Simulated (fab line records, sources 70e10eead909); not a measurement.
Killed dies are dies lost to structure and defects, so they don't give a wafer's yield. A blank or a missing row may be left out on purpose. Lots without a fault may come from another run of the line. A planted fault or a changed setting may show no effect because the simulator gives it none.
fab line records | flow nand_harc
record lots=12 wafers=36 last_day=33
route steps=1302 shown P_M1@305 P_M2@326 END@1302
lots that met no fault: from a run of the same line without faults
start_h: hours from the record's first day to the start of the lot's first wafer shown | wait_h: hours since the lot's step before | " the same as in the row above | L1.1+2: a row that stands for several wafers | - no value, or no start given | * or withheld: withheld | < > ~ a bound
route shown NAME@n: a module of which the file shows steps, and the number in the route of the first | usual: mean/standard deviation of fault-free wafers | same: alike in all rows | chamber/n: place in a boat | sites: the reading at each site | _std_site: their standard deviation | _edge_site: outer sites' mean less inner sites' | radius_mm: how far each site lies from the wafer's centre | mask NAME#n: copy n | behind: the tool/chamber that last shaped the wafer | hold: why the lot was held/for how many hours/how that ended | device: the transistor (n, p or np) that didn't switch | end of line: the same wafers' tests at the end of the route | a step without rows: its recipe alone | killed: dies lost to structure and defects at the first sort, not the wafer's yield | map: a wafer's dies, x killed, . not, _ none there
set.NAME: the setting as run; set.NAME@STEP: as run at that earlier step | model.NAME: the simulator's own value behind a step, which no gauge read
steps of the route over a sample of lots; a table a step, a row a wafer
services: from which hour (start_h, from the record's first day; less than 0 if before it) a tool's chamber was out of use, for how many hours, and why
## steps
# step NHARC_P_M1_DEGAS_29
# recipe temp_c=250 time_s=60
# usual heater_power_w=317/34
# columns lot.wafer tool chamber start_h wait_h heater_power_w
L976.4 pvd_sputter-03 - 124.97 - 267
L976.1 " - " " 305
L976.6 " - " " 270
L979.3 pvd_sputter-03 - 163.65 - 305
L979.4 " - " " 276
L979.2 " - " " 359
L981.3 pvd_sputter-02 - 178.93 - 294
L981.4 " - " " 352
L981.5 " - " " 300
L983.2 pvd_sputter-02 - 193.41 - 298
L983.4 " - " " 344
L983.5 " - " " 297
L984.4 pvd_sputter-01 - 210.73 - 361
L984.3 " - " " 317
L984.6 " - " " 360
L986.3 pvd_sputter-03 - 221.37 - 334
L986.2 " - " " 261
L986.5 " - " " 346
L987.1 pvd_sputter-02 - 233.85 - 339
L987.3 " - " " 355
L987.4 " - " " 296
L992.3 pvd_sputter-03 - 289.39 - 338
L992.1 " - " " 294
L992.5 " - " " 288
L993.1 pvd_sputter-01 - 298.32 - 322
L993.3 " - " " 309
L993.6 " - " " 313
L995.4 pvd_sputter-02 - 316.98 - 350
L995.1 " - " " 278
L995.5 " - " " 343
L998.3 pvd_sputter-03 - 343.06 - 332
L998.4 " - " " 260
L998.5 " - " " 343
L999.1 pvd_sputter-02 - 356.89 - 308
L999.4 " - " " 342
L999.5 " - " " 295
# step NHARC_P_M1_PVD_21
# recipe target_thk_a=300 chamber_pressure_pa=5 power_w=5000 substrate_temp_c=30 time_s=20.49 material=Cu
# usual throttle_valve_pct=30.3/1.1
# columns lot.wafer tool chamber start_h wait_h throttle_valve_pct
L976.1 pvd_sputter-03 - - - 29.6
L976.4 " - " " 28.8
L976.6 " - " " 30.2
L979.3 pvd_sputter-03 - - - 29.0
L979.2 " - " " 29.9
L979.4 " - " " 29.1
L981.3 pvd_sputter-02 - - - 30.2
L981.4 " - " " 32.0
L981.5 " - " " 30.3
L983.2 pvd_sputter-02 - - - 30.3
L983.4 " - " " 32.3
L983.5 " - " " 32.2
L984.4 pvd_sputter-01 - - - 29.6
L984.3 " - " " 29.0
L984.6 " - " " 29.8
L986.3 pvd_sputter-03 - - - 30.0
L986.2 " - " " 29.0
L986.5 " - " " 30.1
L987.3 pvd_sputter-02 - - - 32.0
L987.1 " - " " 30.3
L987.4 " - " " 30.0
L992.3 pvd_sputter-03 - - - 28.8
L992.1 " - " " 29.2
L992.5 " - " " 30.1
L993.3 pvd_sputter-01 - - - 30.3
L993.1 " - " " 29.1
L993.6 " - " " 30.2
L995.4 pvd_sputter-02 - - - 31.7
L995.1 " - " " 29.9
L995.5 " - " " 30.8
L998.4 pvd_sputter-03 - - - 30.1
L998.3 " - " " 28.7
L998.5 " - " " 30.0
L999.4 pvd_sputter-02 - - - 29.9
L999.1 " - " " 31.8
L999.5 " - " " 29.9
# step NHARC_P_M1_PRE_CLEAN_32
# recipe time_s=12 temp_c=370 rf_power_w=300 gas=NH3
# usual heater_power_w=624/90 rf_fwd_power_W=292.5/0.94
# columns lot.wafer tool chamber start_h wait_h heater_power_w rf_fwd_power_W
L976.1 pecvd-03 2 126.62 0.1 558 291.2
L976.4 " 1 " " 538 290.8
L976.6 " 2 " " 573 293.0
L979.2 pecvd-03 1 165.84 0.1 560 291.3
L979.3 " 2 " " 523 292.5
L979.4 " 1 " " 557 292.2
L981.3 pecvd-03 2 180.57 0.1 498 292.5
L981.5 " 2 " " 493 292.2
L981.4 " 0 " " 649 292.5
L983.2 pecvd-03 0 195.05 0.1 655 291.5
L983.4 " 0 " " 646 291.1
L983.5 " 0 " " 657 292.3
L984.3 pecvd-01 0 212.37 0.1 710 293.2
L984.6 " 2 " " 776 292.3
L984.4 " 0 " " 713 292.9
L986.2 pecvd-03 0 223.03 0.1 589 292.7
L986.3 " 1 " " 491 292.4
L986.5 " 0 " " 596 293.1
L987.3 pecvd-03 1 235.50 0.1 507 293.7
L987.1 " 2 " " 552 292.5
L987.4 " 0 " " 637 292.4
L992.1 pecvd-02 2 291.25 0.1 682 293.4
L992.3 " 0 " " 591 293.6
L992.5 " 1 " " 557 292.7
L993.1 pecvd-02 2 299.94 0.1 695 291.8
L993.3 " 0 " " 636 291.1
L993.6 " 1 " " 467 292.5
L995.1 pecvd-02 0 318.65 0.1 588 292.2
L995.5 " 2 " " 655 293.1
L995.4 " 0 " " 560 292.6
L998.3 pecvd-01 0 344.68 0.1 701 292.7
L998.4 " 0 " " 683 292.8
L998.5 " 2 " " 758 292.2
L999.1 pecvd-02 1 358.54 0.1 543 292.5
L999.4 " 2 " " 609 292.2
L999.5 " 0 " " 665 293.2
# step NHARC_P_M2_PEB_07
# recipe peb_temp_c=100 peb_time_s=65
# usual chill_plate_temp_C=23.01/0.13 heater_power_total_W=156.6/0.44 plate_temp_C=99.99/0.13
# columns lot.wafer tool chamber start_h wait_h chill_plate_temp_C heater_power_total_W plate_temp_C
L976.1 litho_track-04 0 127.84 0.1 22.94 157.1 99.94
L976.4 " 0 " " 22.96 156.0 99.93
L976.6 " 0 " " 22.87 156.3 100.07
L979.2 litho_track-01 0 166.95 0.1 22.90 157.2 100.24
L979.3 " 0 " " 22.90 157.0 100.13
L979.4 " 0 " " 23.01 156.4 100.00
L981.3 litho_track-04 0 181.82 0.0 22.91 156.6 99.93
L981.4 " 0 " " 23.07 157.0 99.99
L981.5 " 0 " " 22.82 156.5 100.05
L983.2 litho_track-06 0 196.54 0.1 22.84 156.2 99.95
L983.4 " 0 " " 22.96 156.1 99.99
L983.5 " 0 " " 23.16 156.0 99.70
L984.3 litho_track-04 0 213.60 0.0 23.01 156.1 99.90
L984.4 " 0 " " 22.96 156.0 100.05
L984.6 " 0 " " 22.85 157.0 99.86
L986.2 litho_track-04 0 224.11 0.1 23.20 156.4 100.01
L986.3 " 0 " " 23.24 156.2 100.04
L986.5 " 0 " " 23.09 157.0 99.95
L987.1 litho_track-01 0 236.73 0.1 23.10 156.7 100.08
L987.3 " 0 " " 23.13 156.0 100.09
L987.4 " 0 " " 23.02 156.3 100.18
L992.1 litho_track-06 0 292.50 0.1 23.12 155.9 100.25
L992.3 " 0 " " 22.89 156.6 99.96
L992.5 " 0 " " 23.10 156.4 99.99
L993.1 litho_track-06 0 301.19 0.1 23.10 160.5 102.18
L993.3 " 0 " " 22.94 160.6 102.22
L993.6 " 0 " " 23.01 161.4 102.18
L995.1 litho_track-06 0 319.75 0.1 23.02 161.7 101.84
L995.4 " 0 " " 23.07 161.7 101.83
L995.5 " 0 " " 23.05 161.5 102.05
L998.3 litho_track-01 0 345.80 0.0 23.16 156.7 100.15
L998.4 " 0 " " 23.31 157.0 100.07
L998.5 " 0 " " 23.09 155.9 100.09
L999.1 litho_track-04 0 359.75 0.1 23.11 157.2 99.95
L999.4 " 0 " " 23.04 157.1 99.94
L999.5 " 0 " " 23.00 157.2 99.95
# step NHARC_P_M2_CD_MEAS_09
# recipe target_cd_nm=170 landing_energy_ev=500
# usual cd_nm=170.0/0.44
# columns lot.wafer tool chamber start_h wait_h cd_nm
L976.1 cd_sem-03 0 127.91 - 169.6
L976.4 " 0 " " 169.5
L976.6 " 0 " " 170.6
L979.2 cd_sem-02 0 167.03 - 170.0
L979.3 " 0 " " 170.9
L979.4 " 0 " " 171.3
L981.3 cd_sem-02 0 181.90 - 169.3
L981.4 " 0 " " 169.5
L981.5 " 0 " " 170.0
L983.2 cd_sem-01 0 196.62 - 170.1
L983.4 " 0 " " 169.8
L983.5 " 0 " " 170.3
L984.3 cd_sem-03 0 213.69 - 169.1
L984.4 " 0 " " 169.4
L984.6 " 0 " " 169.8
L986.2 cd_sem-01 0 224.19 - 170.2
L986.3 " 0 " " 169.6
L986.5 " 0 " " 169.2
L987.1 cd_sem-01 0 236.81 - 170.0
L987.3 " 0 " " 170.8
L987.4 " 0 " " 170.5
L992.1 cd_sem-02 0 292.58 - 170.1
L992.3 " 0 " " 169.8
L992.5 " 0 " " 170.0
L993.1 cd_sem-02 0 301.27 - 177.4
L993.3 " 0 " " 176.8
L993.6 " 0 " " 177.0
L995.1 cd_sem-03 0 319.83 - 177.2
L995.4 " 0 " " 177.0
L995.5 " 0 " " 177.3
L998.3 cd_sem-01 0 345.88 - 170.2
L998.4 " 0 " " 170.3
L998.5 " 0 " " 169.8
L999.1 cd_sem-03 0 359.83 - 169.8
L999.4 " 0 " " 169.8
L999.5 " 0 " " 169.5
# step NHARC_END_SORT_01
# recipe temp_c=25
# usual defect_limited_yield=91.4/2.9 killed_at_array=54/20 killed_at_other=0.9/1.1 killed_at_periphery=3.8/2.4 killed_dies=58/20 killed_open=3.5/1.9 killed_short=2.5/1.6 sort_bin_2_pct=3.1/1.2 sort_bin_3_pct=0.6/0.39 sort_bin_4_pct=4.9/1.7 sort_n_pass=619/20 sort_rim_yield_pct=91/4.3 sort_yield_pct=91.4/2.9
# same gross_dies=677 sort_bin_5_pct[%]=0 sort_bin_6_pct[%]=0 sort_bin_7_pct[%]=0 sort_bin_8_pct[%]=0 sort_rim_n_gross=106.00
# columns lot.wafer tool chamber start_h wait_h defect_limited_yield[%] killed_at_array killed_at_other killed_at_periphery killed_dies killed_open killed_short sort_bin_2_pct[%] sort_bin_3_pct[%] sort_bin_4_pct[%] sort_n_pass sort_rim_yield_pct[%] sort_yield_pct[%]
L979.2 prober-01 0 617.93 2.8 94.5 35 0 2 37 5 2 1.2 0 4.3 640 97 94.5
L979.3 prober-01 0 618.72 3.1 97.0 17 0 3 20 4 4 0.7 0.1 2.1 657 95 97.0
L979.4 prober-01 0 619.51 3.4 95.6 26 1 3 30 5 1 1.3 0.3 2.8 647 94 95.6
L981.3 prober-01 0 626.50 3.1 92.3 47 0 5 52 0 5 3.1 0.3 4.3 625 81 92.3
L981.4 prober-01 0 627.30 3.4 87.3 82 1 3 86 3 4 4.0 1.3 7.4 591 99 87.3
L981.5 prober-01 0 628.09 3.7 89.8 64 1 4 69 6 3 4.3 0.4 5.5 608 92 89.8
L983.2 prober-01 0 633.53 2.8 93.8 35 0 7 42 6 2 2.7 0.1 3.4 635 85 93.8
L983.4 prober-01 0 635.15 3.4 94.4 34 1 3 38 3 2 1.5 0.6 3.5 639 90 94.4
L983.5 prober-01 0 635.96 3.7 92.9 43 1 4 48 1 2 2.7 0.9 3.5 629 86 92.9
L984.3 prober-02 0 646.93 3.1 90.5 62 0 2 64 3 2 3.1 0.6 5.8 613 93 90.5
L984.4 prober-02 0 647.71 3.4 93.8 37 0 5 42 7 4 2.4 0.1 3.7 635 84 93.8
L984.6 prober-02 0 649.28 3.9 91.4 54 0 4 58 6 3 3.2 0.6 4.7 619 86 91.4
L986.2 prober-01 0 671.00 2.8 92.3 51 0 1 52 0 1 1.8 1.2 4.7 625 93 92.3
L986.3 prober-01 0 671.80 3.1 93.8 38 0 4 42 5 1 2.8 0.3 3.1 635 91 93.8
L986.5 prober-01 0 673.40 3.7 94.5 31 0 6 37 8 3 2.2 0.4 2.8 640 87 94.5
L993.1 prober-01 0 749.60 2.5 91.6 53 0 4 57 2 6 2.4 1.0 5.0 620 98 91.6
L993.3 prober-01 0 751.20 3.1 94.8 29 0 6 35 2 1 2.5 0.3 2.4 642 92 94.8
L993.6 prober-01 0 753.59 4.0 94.7 31 2 3 36 2 6 2.4 0.1 2.8 641 87 94.7
L998.3 prober-01 0 781.65 3.1 89.4 67 1 4 72 6 5 3.2 0.6 6.8 605 97 89.4
L998.4 prober-01 0 782.46 3.5 94.7 34 1 1 36 0 3 1.6 0.3 3.4 641 90 94.7
L998.5 prober-01 0 783.28 3.8 95.1 32 0 1 33 1 0 1.0 0.3 3.5 644 88 95.1
# killed by level:class
L979.2 A_CHANNEL_HOLE_D2:chamber_film_flake=10 A_CONTACT:chamber_film_flake=8 A_STAIRCASE:chamber_film_flake=7 A_CHANNEL_HOLE_D1:chamber_film_flake=2 P_STI:geometric_particle:short=1 A_CHANNEL_HOLE_D1:geometric_particle:open=1 A_CHANNEL_FILL_D1:geometric_particle:open=1 A_DECK1_JOINT:geometric_particle:open=1
L979.3 A_CHANNEL_HOLE_D1:chamber_film_flake=4 A_CONTACT:chamber_film_flake=4 A_CHANNEL_HOLE_D2:chamber_film_flake=2 P_GATE:geometric_particle:short=1 P_CONTACT:geometric_particle:open=1 A_CHANNEL_HOLE_D1:geometric_particle:open=1 A_ONON_D2:geometric_particle:short=1 A_ONON_D2:geometric_particle:open=1
L979.4 A_CHANNEL_HOLE_D2:chamber_film_flake=7 A_CONTACT:chamber_film_flake=6 A_STAIRCASE:chamber_film_flake=4 A_M0:geometric_particle:open=2 A_SLIT:chamber_film_flake=2 P_GATE:geometric_particle:open=1 P_CONTACT:geometric_particle:open=1 A_ONON_D1:geometric_particle:short=1
L981.3 A_CHANNEL_HOLE_D2:chamber_film_flake=26 A_SLIT:chamber_film_flake=10 A_CHANNEL_FILL_D1:geometric_particle:short=4 P_BONDPAD:chamber_film_flake=3 A_CHANNEL_HOLE_D1:chamber_film_flake=3 A_CONTACT:chamber_film_flake=2 A_M0:geometric_particle:short=1 P_STI:chamber_film_flake=1
L981.4 A_CHANNEL_HOLE_D2:chamber_film_flake=39 A_SLIT:chamber_film_flake=32 A_CONTACT:chamber_film_flake=2 P_CONTACT:geometric_particle:open=1 A_CHANNEL_FILL_D1:geometric_particle:short=1 A_DECK1_JOINT:geometric_particle:short=1 A_SGD_CUT:geometric_particle:short=1 A_BLC:geometric_particle:open=1
L981.5 A_SLIT:chamber_film_flake=29 A_CHANNEL_HOLE_D2:chamber_film_flake=25 A_STAIRCASE:chamber_film_flake=3 P_M1:geometric_particle:open=2 A_CHANNEL_FILL_D1:geometric_particle:open=2 P_CONTACT:geometric_particle:short=1 P_M1:geometric_particle:short=1 A_ONON_D1:geometric_particle:open=1
L983.2 A_SLIT:chamber_film_flake=7 A_CHANNEL_HOLE_D2:chamber_film_flake=6 A_CONTACT:chamber_film_flake=5 A_CHANNEL_HOLE_D1:chamber_film_flake=4 A_SGD_CUT:chamber_film_flake=4 P_STI:chamber_film_flake=3 P_GATE:geometric_particle:open=1 P_CONTACT:geometric_particle:open=1
L983.4 A_SLIT:chamber_film_flake=9 A_CHANNEL_HOLE_D2:chamber_film_flake=9 A_CHANNEL_HOLE_D1:chamber_film_flake=4 P_STI:chamber_film_flake=3 A_SGD_CUT:chamber_film_flake=3 A_CONTACT:chamber_film_flake=2 A_ONON_D1:geometric_particle:short=1 A_DECK1_JOINT:geometric_particle:open=1
L983.5 A_SLIT:chamber_film_flake=14 A_CHANNEL_HOLE_D2:chamber_film_flake=13 A_CONTACT:chamber_film_flake=5 A_SGD_CUT:chamber_film_flake=3 P_BONDPAD:chamber_film_flake=2 A_ZERO_WELL:chamber_film_flake=2 P_GATE:geometric_particle:short=1 A_CHANNEL_FILL_D1:geometric_particle:open=1
L984.3 A_SLIT:chamber_film_flake=30 A_CHANNEL_HOLE_D2:chamber_film_flake=14 A_CONTACT:chamber_film_flake=9 A_CHANNEL_HOLE_D1:chamber_film_flake=2 P_M2:geometric_particle:open=1 A_ONON_D1:geometric_particle:short=1 A_ONON_D2:geometric_particle:open=1 A_CHANNEL_HOLE_D2:geometric_particle:short=1
L984.4 A_SLIT:chamber_film_flake=11 A_CONTACT:chamber_film_flake=7 A_CHANNEL_HOLE_D2:chamber_film_flake=6 A_CHANNEL_HOLE_D1:chamber_film_flake=3 P_M1:geometric_particle:open=2 A_ONON_D1:geometric_particle:open=2 A_CHANNEL_FILL_D1:geometric_particle:short=2 P_M1:chamber_film_flake=2
L984.6 A_CHANNEL_HOLE_D2:chamber_film_flake=18 A_SLIT:chamber_film_flake=12 A_CHANNEL_HOLE_D1:chamber_film_flake=6 A_CONTACT:chamber_film_flake=5 A_CHANNEL_FILL_D1:geometric_particle:short=2 P_M1:chamber_film_flake=2 A_STAIRCASE:chamber_film_flake=2 P_GATE:geometric_particle:open=1
L986.2 A_SLIT:chamber_film_flake=28 A_CONTACT:chamber_film_flake=7 A_CHANNEL_HOLE_D2:chamber_film_flake=5 A_STAIRCASE:chamber_film_flake=3 A_CHANNEL_HOLE_D1:chamber_film_flake=2 A_BLC:chamber_film_flake=2 A_CHANNEL_FILL_D2:geometric_particle:short=1 P_STI:chamber_film_flake=1
L986.3 A_SLIT:chamber_film_flake=13 A_CHANNEL_HOLE_D2:chamber_film_flake=10 A_CHANNEL_HOLE_D1:chamber_film_flake=4 A_CONTACT:chamber_film_flake=4 P_M0:geometric_particle:open=3 A_CHANNEL_FILL_D1:chamber_film_flake=2 A_BLC:chamber_film_flake=2 P_CONTACT:geometric_particle:open=1
L986.5 A_SLIT:chamber_film_flake=8 A_CHANNEL_HOLE_D2:chamber_film_flake=4 A_CONTACT:chamber_film_flake=4 A_DECK1_JOINT:chamber_film_flake=3 P_M0:geometric_particle:open=2 A_STAIRCASE:chamber_film_flake=2 P_M0:geometric_particle:short=1 P_M2:geometric_particle:short=1
L993.1 A_SLIT:chamber_film_flake=26 A_CHANNEL_HOLE_D1:chamber_film_flake=12 A_STAIRCASE:chamber_film_flake=7 P_M0:geometric_particle:short=2 A_ONON_D1:geometric_particle:short=2 A_CHANNEL_FILL_D1:chamber_film_flake=2 P_CONTACT:geometric_particle:open=1 A_DECK1_JOINT:geometric_particle:short=1
L993.3 A_SLIT:chamber_film_flake=12 A_STAIRCASE:chamber_film_flake=7 A_CHANNEL_HOLE_D1:chamber_film_flake=4 P_ZERO_WELL:chamber_film_flake=2 P_M2:chamber_film_flake=2 A_CHANNEL_FILL_D1:chamber_film_flake=2 P_M2:geometric_particle:short=1 A_M0:geometric_particle:open=1
L993.6 A_SLIT:chamber_film_flake=15 A_STAIRCASE:chamber_film_flake=5 P_GATE:chamber_film_flake=2 A_CHANNEL_HOLE_D1:chamber_film_flake=2 THIN_TSV:chamber_film_flake=2 P_M1:geometric_particle:short=1 A_CHANNEL_FILL_D1:geometric_particle:short=1 A_ONON_D2:geometric_particle:open=1
L998.3 A_SLIT:chamber_film_flake=38 A_STAIRCASE:chamber_film_flake=9 A_CONTACT:chamber_film_flake=7 A_BLC:chamber_film_flake=3 A_DECK1_JOINT:geometric_particle:open=2 P_GATE:chamber_film_flake=2 P_GATE:geometric_particle:open=1 A_ONON_D1:geometric_particle:short=1
L998.4 A_STAIRCASE:chamber_film_flake=12 A_SLIT:chamber_film_flake=11 A_CONTACT:chamber_film_flake=4 A_BLC:chamber_film_flake=2 A_ONON_D1:geometric_particle:short=1 A_ONON_D2:geometric_particle:short=1 A_SGD_CUT:geometric_particle:short=1 P_ZERO_WELL:chamber_film_flake=1
L998.5 A_SLIT:chamber_film_flake=14 A_STAIRCASE:chamber_film_flake=8 A_CONTACT:chamber_film_flake=7 A_BLC:chamber_film_flake=2 P_GATE:geometric_particle:open=1 A_CHANNEL_HOLE_D1:chamber_film_flake=1
## services
# columns tool chamber start_h hours kind
pvd_sputter-02 - 104.00 10.0 pm
pecvd-03 - 114.08 1.2 repair
pvd_sputter-01 - 129.67 5.2 repair
pecvd-03 - 144.87 1.1 repair
pvd_sputter-02 - 149.27 9.7 repair
pecvd-03 - 154.86 0.2 repair
pvd_sputter-03 - 170.13 10.0 pm
litho_track-06 - 179.00 7.0 pm
pecvd-03 1 188.74 7.0 repair
pvd_sputter-01 - 189.82 7.3 repair
pvd_sputter-03 - 192.50 1.2 repair
litho_track-04 - 203.00 7.0 pm
pecvd-03 - 203.71 13.0 pm
pvd_sputter-01 - 226.00 10.0 pm
pecvd-02 - 227.38 13.0 pm
pecvd-03 0 254.70 4.8 repair
pvd_sputter-02 - 269.92 1.1 repair
pvd_sputter-01 - 275.51 0.8 repair
pvd_sputter-02 - 282.00 10.0 pm
pecvd-02 - 288.75 0.5 repair
pvd_sputter-03 - 317.44 3.2 repair
pvd_sputter-03 - 321.47 2.4 repair
pvd_sputter-03 - 348.13 10.0 pm
litho_track-06 - 354.00 7.0 pm
## key
first_sign step=NHARC_P_M2_PEB_07 reading=plate_temp_C direction=up sigmas=16 usual=* struck=*
effect step=NHARC_P_M2_PEB_07 reading=heater_power_total_W direction=up sigmas=10 usual=* struck=*
effect step=NHARC_P_M2_CD_MEAS_09 reading=cd_nm direction=up sigmas=16 usual=170.0 struck=177.1
met_at NHARC_P_M2_PEB_07
struck_lots L993,L995
not_acting_at NHARC_P_M1_DEGAS_29,NHARC_P_M1_PVD_21,NHARC_P_M1_PRE_CLEAN_32
onset_between 292.50 301.19
fault kind=process_parameter_drift tool=litho_track-06 chamber=- onset_h=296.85 steps=NHARC_P_M2_PEB_07 channel=peb_temp_c offset=* shape=step end_h=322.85 acts_in=* stated=*
